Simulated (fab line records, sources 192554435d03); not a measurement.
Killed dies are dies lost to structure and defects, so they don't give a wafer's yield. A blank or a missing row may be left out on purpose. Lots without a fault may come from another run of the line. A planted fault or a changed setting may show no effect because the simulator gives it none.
fab line records | flow n5_finfet | part 1 of 2: steps 1 to 40 of 41
record lots=6 wafers=18 last_day=19
route steps=1938 shown SD_EPI_N@281 SD_EPI_P@295 PASSIVATION@1936
lots that met no fault: from a run of the same line without faults
start_h: hours from the record's first day to the start of the lot's first wafer shown | wait_h: hours since the lot's step before | " the same as in the row above | L1.1+2: a row that stands for several wafers | - no value, or no start given | * or withheld: withheld | < > ~ a bound
route shown NAME@n: a module of which the file shows steps, and the number in the route of the first | usual: mean/standard deviation of fault-free wafers | same: alike in all rows | chamber/n: place in a boat | sites: the reading at each site | _std_site: their standard deviation | _edge_site: outer sites' mean less inner sites' | radius_mm: how far each site lies from the wafer's centre | mask NAME#n: copy n | behind: the tool/chamber that last shaped the wafer | hold: why the lot was held/for how many hours/how that ended | device: the transistor (n, p or np) that didn't switch | end of line: the same wafers' tests at the end of the route | a step without rows: its recipe alone | killed: dies lost to structure and defects at the first sort, not the wafer's yield | map: a wafer's dies, x killed, . not, _ none there
set.NAME: the setting as run; set.NAME@STEP: as run at that earlier step | model.NAME: the simulator's own value behind a step, which no gauge read
lots at some steps of the route; a table a step, a row a wafer
services: from which hour (start_h, from the record's first day; less than 0 if before it) a tool's chamber was out of use, for how many hours, and why
## steps
# step N5_SD_EPI_N_SD_RECESS_17
# recipe chemistry=HBr/Cl2/O2 target_depth_a=410 mask_material=SOC time_s=23.7 bt_time_s=3 pressure_mtorr=10 icp_w=800 bias_w=112 HBr_flow_sccm=150 Cl2_flow_sccm=80 O2_flow_sccm=12
# step N5_SD_EPI_N_STRIP_38
# recipe chemistry=N2/H2 power_w=1000 temp_c=250 h2_frac=0.65 overash_fraction=0.3 pressure_mtorr=withheld n2_flow_sccm=1750 h2_flow_sccm=3250
# step N5_SD_EPI_N_WET_ETCH_43
# recipe chemistry=dHF dilution=withheld time_s=14 target=SiO2 target_depth_a=15 temp_c=25
# step N5_SD_EPI_N_STRIP_18
# recipe chemistry=SPM time_s=750 temp_c=130 h2so4_h2o2_vol_ratio=4
# step N5_SD_EPI_N_SRD_20
# recipe dry=ipa_marangoni do_ppb=5 time_s=30 temp_c=23 rinse_liquid=diw
# step N5_SD_EPI_N_PRECLEAN_48
# recipe chemistry=NF3:NH3 afs_cycles=2 temp_c=30 time_s=20 sublimation_temp_c=180 sublimation_time_s=60 pressure_torr=3 rf_power_w=30
# step N5_SD_EPI_N_VAPOR_ETCH_50
# recipe chemistry=HCl target=Si temp_c=775 time_s=54 pressure_torr=20 mode=isotropic
# usual throttle_valve_pct=12.3/0.33
# columns lot.wafer tool chamber start_h wait_h throttle_valve_pct
L157.1 epi_rpcvd-01 0 56.98 0.4 12.6
L157.4 " 0 " " 12.2
L157.6 " 0 " " 12.2
L164.1 epi_rpcvd-04 0 100.96 0.3 12.5
L164.2 " 0 " " 12.4
L164.3 " 0 " " 12.7
L165.1 epi_rpcvd-02 0 108.75 0.3 11.6
L165.4 " 0 " " 11.7
L165.6 " 0 " " 11.7
L175.3 epi_rpcvd-04 0 165.79 0.2 12.5
L175.5 " 0 " " 12.5
L175.6 " 0 " " 12.6
L176.4 epi_rpcvd-01 0 173.14 0.2 12.3
L176.5 " 0 " " 12.2
L176.6 " 0 " " 12.5
L177.2 epi_rpcvd-04 0 176.40 0.4 12.5
L177.3 " 0 " " 12.1
L177.6 " 0 " " 12.7
# step N5_SD_EPI_N_EPI_21
# recipe material=Si:P dopant=P temp_c=680 pressure_torr=255 time_s=690
# step N5_SD_EPI_N_EPI_MEAS_23
# recipe mode=xrd
# usual thk_nm=59.0/1.4
# columns lot.wafer tool chamber start_h wait_h thk_nm
L157.1 film_metro-01 - 59.50 1.9 58.3
L157.4 " - " " 60.1
L157.6 " - " " 60.2
L164.1 film_metro-02 - 102.86 1.4 61.0
L164.2 " - " " 57.5
L164.3 " - " " 59.5
L165.1 film_metro-01 - 110.65 1.4 58.7
L165.4 " - " " 61.0
L165.6 " - " " 57.6
L175.3 film_metro-02 - 167.63 0.9 59.8
L175.5 " - " " 58.8
L175.6 " - " " 58.1
L176.4 film_metro-01 - 174.95 0.6 59.5
L176.5 " - " " 59.7
L176.6 " - " " 59.4
L177.2 film_metro-02 - 178.88 1.5 58.0
L177.3 " - " " 58.7
L177.6 " - " " 60.0
# step N5_SD_EPI_N_PRECLEAN_24
# recipe chemistry=O3/DIW time_s=60 temp_c=22 o3_ppm=10
# step N5_SD_EPI_N_SRD_25
# recipe time_s=30 temp_c=23 rinse_liquid=diw dry=ipa_marangoni
# step N5_SD_EPI_N_PRECLEAN_49
# recipe chemistry=NF3:NH3 afs_cycles=1 temp_c=30 time_s=20 sublimation_temp_c=180 sublimation_time_s=60 pressure_torr=3 rf_power_w=30
# step N5_SD_EPI_N_LINER_46
# recipe material=SiNx target_thk_a=30 temp_c=400 ald_precursor_family=SiH2I2 ald_co_reactant=N2/H2-plasma pressure_torr=2
# usual heater_power_w=807/99
# columns lot.wafer tool chamber start_h wait_h heater_power_w model.SiNx_of_SD_EPI_N_LINER_46.thk_nm
L157.1 ald_sin-03 3 60.15 0.5 744 3
L157.4 " 1 " " 1013 3
L157.6 " 1 " " 1005 3
L164.1 ald_sin-02 1 103.48 0.5 775 3
L164.2 " 2 " " 717 2.4
L164.3 " 0 " " 673 2.4
L165.1 ald_sin-02 2 110.96 0.2 715 3
L165.4 " 3 " " 813 3
L165.6 " 2 " " 729 2.4
L175.3 ald_sin-01 3 167.96 0.1 960 3
L175.5 " 3 " " 954 3
L175.6 " 0 " " 922 3
L176.4 ald_sin-02 1 175.25 0.1 755 3
L176.5 " 2 " " 707 3
L176.6 " 3 " " 814 3
L177.2 ald_sin-02 1 179.46 0.4 762 3
L177.3 " 3 " " 800 3
L177.6 " 3 " " 820 3
# step N5_SD_EPI_N_INSPECT_26
# recipe inspect_instrument=darkfield mode=post_epi
# usual raw_defect_count=202/38
# columns lot.wafer tool chamber start_h wait_h raw_defect_count
L157.1 defect_inspect-01 - 60.40 0.1 197
L157.4 " - " " 161
L157.6 " - " " 164
L164.1 defect_inspect-01 - 103.73 0.1 241
L164.2 " - " " 226
L164.3 " - " " 266
L165.1 defect_inspect-02 - 111.21 0.1 199
L165.4 " - " " 211
L165.6 " - " " 164
L175.3 defect_inspect-02 - 168.21 0.1 207
L175.5 " - " " 198
L175.6 " - " " 202
L176.4 defect_inspect-01 - 175.50 0.1 202
L176.5 " - " " 216
L176.6 " - " " 266
L177.2 defect_inspect-02 - 179.71 0.1 215
L177.3 " - " " 284
L177.6 " - " " 280
# step N5_SD_EPI_P_COAT_34
# recipe resist=SOC temp_c=250 time_s=60 spin_rpm=1500 resist_thk_nm=350
# step N5_SD_EPI_P_COAT_35
# recipe resist=SiARC temp_c=220 time_s=60 spin_rpm=1500 resist_thk_nm=35
# step N5_SD_EPI_P_COAT_03
# recipe resist=CAR-ArF-block spin_rpm=1500 resist_thk_nm=150
# step N5_SD_EPI_P_EBR_05
# recipe solvent=PGMEA ebr_width_mm=1.5
# step N5_SD_EPI_P_SOFTBAKE_04
# recipe temp_c=110 time_s=60 resist=CAR-ArF-block
# step N5_SD_EPI_P_EXPOSE_06
# recipe mask_id=SD_P_BLK na=1.35 source_shape=conventional sigma_outer=0.8 polarization=unpolarized target_cd_nm=240 dose_mj=39.5
# step N5_SD_EPI_P_PEB_07
# recipe peb_temp_c=110 peb_time_s=60 resist=CAR-ArF-block
# step N5_SD_EPI_P_DEVELOP_08
# recipe develop_time_s=30 developer=TMAH resist=CAR-ArF-block dev_temp_c=23 rinse_liquid=diw dry=air_spin
# step N5_SD_EPI_P_CD_MEAS_09
# recipe target_cd_nm=240 landing_energy_ev=500 detector=se_inlens
# usual cd_nm=240.3/0.89
# same landing_energy_ev=500
# columns lot.wafer tool chamber start_h wait_h cd_nm
L157.1 cd_sem-02 0 60.68 - 241.2
L157.4 " 0 " " 239.9
L157.6 " 0 " " 240.7
L164.1 cd_sem-02 0 104.12 - 239.7
L164.2 " 0 " " 240.0
L164.3 " 0 " " 239.5
L165.1 cd_sem-02 0 111.61 - 241.8
L165.4 " 0 " " 241.6
L165.6 " 0 " " 241.8
L175.3 cd_sem-01 0 168.61 - 240.0
L175.5 " 0 " " 239.7
L175.6 " 0 " " 240.6
L176.4 cd_sem-03 0 175.90 - 240.6
L176.5 " 0 " " 239.8
L176.6 " 0 " " 240.9
L177.2 cd_sem-03 0 180.11 - 239.9
L177.3 " 0 " " 240.8
L177.6 " 0 " " 239.6
# step N5_SD_EPI_P_OVL_MEAS_10
# recipe points_per_wafer=44
# usual SD_P_BLK_OVL=0.3/0.62
# columns lot.wafer tool chamber start_h wait_h SD_P_BLK_OVL[nm]
L157.1 overlay-02 0 60.71 0.0 -0.1
L157.4 " 0 " " 0.5
L157.6 " 0 " " 1.2
L164.1 overlay-02 0 104.16 0.0 0.9
L164.2 " 0 " " 0.4
L164.3 " 0 " " 0.8
L165.1 overlay-02 0 111.64 0.0 1.1
L165.4 " 0 " " -0.5
L165.6 " 0 " " -0.3
L175.3 overlay-02 0 168.64 0.0 1.0
L175.5 " 0 " " 0.3
L175.6 " 0 " " 0.3
L176.4 overlay-02 0 175.93 0.0 0.2
L176.5 " 0 " " 0.4
L176.6 " 0 " " 0.2
L177.2 overlay-02 0 180.14 0.0 1.4
L177.3 " 0 " " -0.7
L177.6 " 0 " " 0.9
# step N5_SD_EPI_P_INSPECT_11
# recipe mode=adi inspect_instrument=macro
# usual raw_defect_count=2.2/1.5
# columns lot.wafer tool chamber start_h wait_h raw_defect_count
L157.1 defect_inspect-02 - 60.73 0.0 1
L157.4 " - " " 0
L157.6 " - " " 0
L164.1 defect_inspect-01 - 104.18 0.0 4
L164.2 " - " " 2
L164.3 " - " " 3
L165.1 defect_inspect-01 - 111.66 0.0 2
L165.4 " - " " 1
L165.6 " - " " 1
L175.3 defect_inspect-01 - 168.67 0.0 5
L175.5 " - " " 1
L175.6 " - " " 3
L176.4 defect_inspect-01 - 175.96 0.0 1
L176.5 " - " " 2
L176.6 " - " " 1
L177.2 defect_inspect-02 - 180.17 0.0 1
L177.3 " - " " 1
L177.6 " - " " 3
# step N5_SD_EPI_P_DESCUM_14
# recipe chemistry=O2 time_s=7.9 source_power_w=50 bias_power_w=20 pressure_mtorr=20 rf_frequency_hz=2.712e+07 temp_c=40 resist=CAR-ArF-block o2_flow_sccm=225
# usual drypump_motor_current_A=5.7/0.36 oes_product_au=0.76/0.059 rf_vpp_V=243.0/1.3 showerhead_plenum_p_Torr=2.09/0.071 throttle_valve_pct=20.64/0.2
# columns lot.wafer tool chamber start_h wait_h drypump_motor_current_A oes_product_au rf_hours_counter_h rf_vpp_V showerhead_plenum_p_Torr throttle_valve_pct
L157.1 rie_diel-01 0 60.78 0.0 5.8 0.75 150 242.4 2.11 20.74
L157.4 " 0 " " 5.7 0.75 - 242.2 2.11 20.73
L157.6 " 3 " " 6.4 0.77 - 242.4 2.00 20.40
L164.1 rie_diel-01 3 104.21 0.0 6.4 0.75 160 241.1 1.99 20.41
L164.2 " 1 " " 6.0 0.75 162 243.5 2.09 20.64
L164.3 " 2 " " 5.5 0.75 145 244.7 2.17 20.70
L165.1 rie_diel-01 1 112.05 0.4 6.0 0.75 164 242.5 2.09 20.64
L165.4 " 0 " " 5.7 0.74 165 242.5 2.11 20.75
L165.6 " 1 " " 6.1 0.75 - 243.2 2.09 20.64
L175.3 rie_diel-03 3 168.70 0.0 5.5 0.75 194 242.8 2.10 20.94
L175.5 " 3 " " 5.5 0.75 - 241.9 2.10 20.94
L175.6 " 2 " " 5.3 0.76 - 241.7 2.10 20.76
L176.4 rie_diel-01 1 176.06 0.1 6.0 0.74 181 244.6 2.08 20.68
L176.5 " 3 " " 6.4 0.72 - 240.1 1.98 20.46
L176.6 " 0 " " 5.7 0.72 - 241.9 2.10 20.80
L177.2 rie_diel-02 0 180.20 0.0 5.7 0.86 53 241.7 2.05 20.05
L177.3 " 1 " " 5.6 0.73 186 244.5 2.17 20.71
L177.6 " 3 " " 5.1 0.94 - 245.9 2.25 20.60
# step N5_SD_EPI_P_ETCH_36
# recipe chemistry=CF4 target=SiARC target_depth_a=455 mask_material=CAR-ArF-block time_s=75.8 ion_energy_ev=80 pressure_mtorr=40 source_w=545 bias_w=36 Ar_flow_sccm=100 cf4_flow_sccm=100 ends=cleared
# usual drypump_motor_current_A=5.7/0.36 etch_rf_on_time_s=75.2/1.5 oes_product_au=0.65/0.048 rf_vpp_V=183.9/1.2 showerhead_plenum_p_Torr=2.14/0.066 throttle_valve_pct=15.80/0.18
# columns lot.wafer tool chamber start_h wait_h drypump_motor_current_A etch_rf_on_time_s oes_product_au rf_hours_counter_h rf_vpp_V showerhead_plenum_p_Torr throttle_valve_pct
L157.1 rie_diel-01 0 60.81 0.0 5.8 74.5 0.64 150 183.9 2.15 15.80
L157.4 " 0 " " 5.7 74.6 0.64 - 183.6 2.15 15.80
L157.6 " 3 " " 6.4 73.5 0.65 - 182.7 2.06 15.67
L164.1 rie_diel-01 3 104.25 0.0 6.5 74.4 0.64 160 182.5 2.05 15.67
L164.2 " 1 " " 6.0 76.5 0.65 162 182.9 2.13 15.82
L164.3 " 2 " " 5.5 73.6 0.65 145 184.0 2.22 15.97
L165.1 rie_diel-01 1 112.08 0.0 6.1 76.3 0.64 164 184.1 2.13 15.82
L165.4 " 0 " " 5.7 74.7 0.63 165 183.5 2.15 15.82
L165.6 " 1 " " 6.0 76.9 0.65 - 183.4 2.13 15.82
L175.3 rie_diel-03 3 168.73 0.0 5.5 75.6 0.64 194 184.1 2.13 15.99
L175.5 " 3 " " 5.5 76.0 0.63 - 185.0 2.13 16.02
L175.6 " 2 " " 5.3 74.2 0.65 - 185.0 2.14 15.89
L176.4 rie_diel-01 1 176.09 0.0 6.1 76.8 0.64 181 184.3 2.13 15.85
L176.5 " 3 " " 6.4 74.5 0.62 - 183.2 2.04 15.72
L176.6 " 0 " " 5.8 75.6 0.62 - 184.3 2.14 15.88
L177.2 rie_diel-02 0 180.24 0.0 5.8 76.1 0.74 53 183.8 2.10 15.28
L177.3 " 1 " " 5.6 78.8 0.61 187 185.3 2.21 15.80
L177.6 " 3 " " 5.0 74.8 0.80 - 187.1 2.29 15.66
# step N5_SD_EPI_P_ETCH_37
# recipe chemistry=N2/H2 target=SOC overetch_a=1080 mask_material=SiARC temp_c=40 ion_energy_ev=100 source_w=3000 bias_w=133 pressure_mtorr=20 time_s=486 n2_flow_sccm=200 h2_flow_sccm=200 ends=end_point
# usual drypump_motor_current_A=5.7/0.37 oes_product_au=0.68/0.051 rf_vpp_V=240.6/1.3 showerhead_plenum_p_Torr=2.53/0.08 throttle_valve_pct=24.06/0.23
# columns lot.wafer tool chamber start_h wait_h drypump_motor_current_A oes_product_au rf_hours_counter_h rf_vpp_V showerhead_plenum_p_Torr throttle_valve_pct
L157.1 rie_diel-01 0 60.87 0.0 5.7 0.68 150 240.3 2.55 24.13
L157.4 " 0 " " 5.7 0.67 - 241.2 2.55 24.13
L157.6 " 3 " " 6.5 0.67 - 241.2 2.44 24.06
L164.1 rie_diel-01 3 104.30 0.0 6.5 0.67 160 238.8 2.44 24.10
L164.2 " 1 " " 6.1 0.68 162 239.7 2.54 24.23
L164.3 " 2 " " 5.5 0.68 145 243.1 2.65 23.97
L165.1 rie_diel-01 1 112.14 0.0 6.1 0.68 164 240.5 2.54 24.23
L165.4 " 0 " " 5.7 0.66 165 241.7 2.55 24.15
L165.6 " 1 " " 6.1 0.68 - 239.8 2.54 24.25
L175.3 rie_diel-03 3 168.79 0.0 5.4 0.67 194 241.1 2.51 24.28
L175.5 " 3 " " 5.4 0.67 - 239.7 2.51 24.28
L175.6 " 2 " " 5.3 0.67 - 240.8 2.52 23.88
L176.4 rie_diel-01 1 176.15 0.0 6.0 0.66 181 240.4 2.53 24.26
L176.5 " 3 " " 6.5 0.65 - 238.8 2.43 24.09
L176.6 " 0 " " 5.7 0.64 - 239.8 2.54 24.18
L177.2 rie_diel-02 0 180.29 0.0 5.8 0.76 53 238.9 2.49 23.41
L177.3 " 1 " " 5.6 0.67 187 242.6 2.64 24.19
L177.6 " 3 " " 5.0 0.84 - 242.7 2.70 23.74
# step N5_SD_EPI_P_STRIP_38
# recipe chemistry=N2/H2 temp_c=40 n2_flow_sccm=200 h2_flow_sccm=200 rf_frequency_hz=6e+07
# step N5_SD_EPI_P_ETCHBACK_46
# recipe chemistry=CH3F/O2 mode=anisotropic_etchback target=SiNx target_depth_a=175 stop_on=SiO2 over_etch_frac=0.3 ion_energy_ev=120 pressure_mtorr=30 source_w=395 bias_w=73 Ar_flow_sccm=150 CH3F_flow_sccm=30 O2_flow_sccm=20
# step N5_SD_EPI_P_ETCH_47
# recipe chemistry=CH3F/O2 target=SiOCN target_depth_a=250 mask_material=SOC ion_energy_ev=60 bias_w=29 pressure_mtorr=30 source_w=410 Ar_flow_sccm=150 CH3F_flow_sccm=30 O2_flow_sccm=20
# step N5_SD_EPI_P_ETCH_16
# recipe chemistry=CHF3/O2 target=SiO2 target_depth_a=50 mask_material=SOC pressure_mtorr=30 source_w=650 bias_w=170 Ar_flow_sccm=200 CHF3_flow_sccm=50 O2_flow_sccm=5 ion_energy_ev=200
# usual O2_flow_sccm=4.998/0.015 drypump_motor_current_A=5.7/0.36 oes_product_au=0.77/0.058 rf_vpp_V=525/6.6 showerhead_plenum_p_Torr=2.40/0.075 throttle_valve_pct=19.09/0.19
# columns lot.wafer tool chamber start_h wait_h O2_flow_sccm drypump_motor_current_A oes_product_au rf_hours_counter_h rf_vpp_V showerhead_plenum_p_Torr throttle_valve_pct
L157.1 rie_diel-01 0 61.39 0.1 4.988 5.7 0.74 150 522 2.42 19.08
L157.4 " 0 " " 4.957 5.7 0.74 - 522 2.42 19.09
L157.6 " 3 " " 4.987 6.5 0.76 - 530 2.30 18.89
L164.1 rie_diel-01 3 104.83 0.1 5.013 6.4 0.76 160 530 2.30 18.91
L164.2 " 1 " " 5.014 6.1 0.76 162 528 2.41 19.17
L164.3 " 2 " " 4.998 5.5 0.76 145 524 2.49 19.19
L165.1 rie_diel-01 1 112.66 0.1 5.019 6.0 0.76 164 525 2.41 19.17
L165.4 " 0 " " 4.998 5.7 0.73 165 521 2.41 19.11
L165.6 " 1 " " 4.994 6.0 0.75 - 528 2.41 19.17
L175.3 rie_diel-03 3 169.32 0.1 5.010 5.5 0.74 195 515 2.40 19.27
L175.5 " 3 " " 5.015 5.5 0.73 - 515 2.40 19.28
L175.6 " 2 " " 5.002 5.3 0.76 - 520 2.40 19.16
L176.4 rie_diel-01 1 176.68 0.1 4.961 6.1 0.74 181 526 2.41 19.21
L176.5 " 3 " " 4.969 6.4 0.74 - 528 2.29 18.95
L176.6 " 0 " " 5.012 5.7 0.72 - 521 2.41 19.16
L177.2 rie_diel-02 0 180.82 0.1 4.983 5.7 0.85 53 525 2.35 18.52
L177.3 " 1 " " 5.002 5.6 0.72 187 529 2.49 19.12
L177.6 " 3 " " 4.991 5.1 0.96 - 537 2.58 19.04
# step N5_SD_EPI_P_STRIP_50
# recipe chemistry=CHF3/O2 resist=SiARC rf_frequency_hz=6e+07
# step N5_SD_EPI_P_SD_RECESS_17
# recipe chemistry=HBr/Cl2/O2 target_depth_a=391 bt_time_s=3 pressure_mtorr=10 icp_w=800 bias_w=112 HBr_flow_sccm=150 Cl2_flow_sccm=80 O2_flow_sccm=12
# step N5_SD_EPI_P_WET_ETCH_45
# recipe chemistry=dHF dilution=withheld time_s=10.7 target=SiO2 target_depth_a=20 temp_c=25 dry=ipa_marangoni rinse_time_s=30 rinse_temp_c=23
# step N5_SD_EPI_P_STRIP_40
# recipe chemistry=N2/H2 power_w=1000 temp_c=250 h2_frac=0.65 overash_fraction=0.3 pressure_mtorr=withheld n2_flow_sccm=1750 h2_flow_sccm=3250
# step N5_SD_EPI_P_PRECLEAN_52
# recipe chemistry=O3/DIW time_s=60 temp_c=22 o3_ppm=10
# step N5_SD_EPI_P_SRD_20
# recipe dry=ipa_marangoni do_ppb=5 time_s=30 temp_c=23 rinse_liquid=diw
# step N5_SD_EPI_P_PRECLEAN_51
# recipe chemistry=NF3:NH3 afs_cycles=1 temp_c=30 time_s=20 sublimation_temp_c=180 sublimation_time_s=60 pressure_torr=3 rf_power_w=30
# same sublimation_time_s=60
# columns lot.wafer tool chamber start_h wait_h model.SiNx_of_SD_EPI_N_LINER_46.thk_nm
L157.1+4+6 epi_rpcvd-01 0 61.77 0.0 2.6
L164.1 epi_rpcvd-01 0 105.21 0.0 2.6
L164.2+3 " 0 " " 2
L165.1+4 epi_rpcvd-04 0 113.03 0.0 2.6
L165.6 " 0 " " 2
L175.3+5+6 epi_rpcvd-04 0 169.75 0.1 2.6
L176.4+5+6 epi_rpcvd-01 0 177.16 0.1 2.6
L177.2+3+6 epi_rpcvd-04 0 181.25 0.1 2.6
# step N5_SD_EPI_P_VAPOR_ETCH_44
# recipe chemistry=NF3/Ar target=SiGe30 temp_c=25 time_s=3.3 mode=isotropic
## key
first_sign none at tools or gauges
model_effect step=N5_SD_EPI_N_LINER_46 value=SiNx_of_SD_EPI_N_LINER_46.thk_nm without=3 struck=2.4
model_effect step=N5_SD_EPI_P_PRECLEAN_51 value=SiNx_of_SD_EPI_N_LINER_46.thk_nm without=2.6 struck=2
met_at N5_SD_EPI_N_LINER_46
struck_wafers L164.2,L164.3,L165.6
tester_left_out L164,L165
fault kind=process_parameter_drift tool=ald_sin-02 chamber=- onset_h=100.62 steps=N5_SD_EPI_N_LINER_46 channel=target_thk_a offset=* shape=step end_h=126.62 scope=struck_wafers_only acts_in=* stated=*
# tester_left_out: of these lots the tester's yield and bins aren't shown, on N5 and GAA mostly nor the transistor test; their killed dies are dies lost to structure and defects alone, not to doping, threshold or leakage, so they don't give the yield
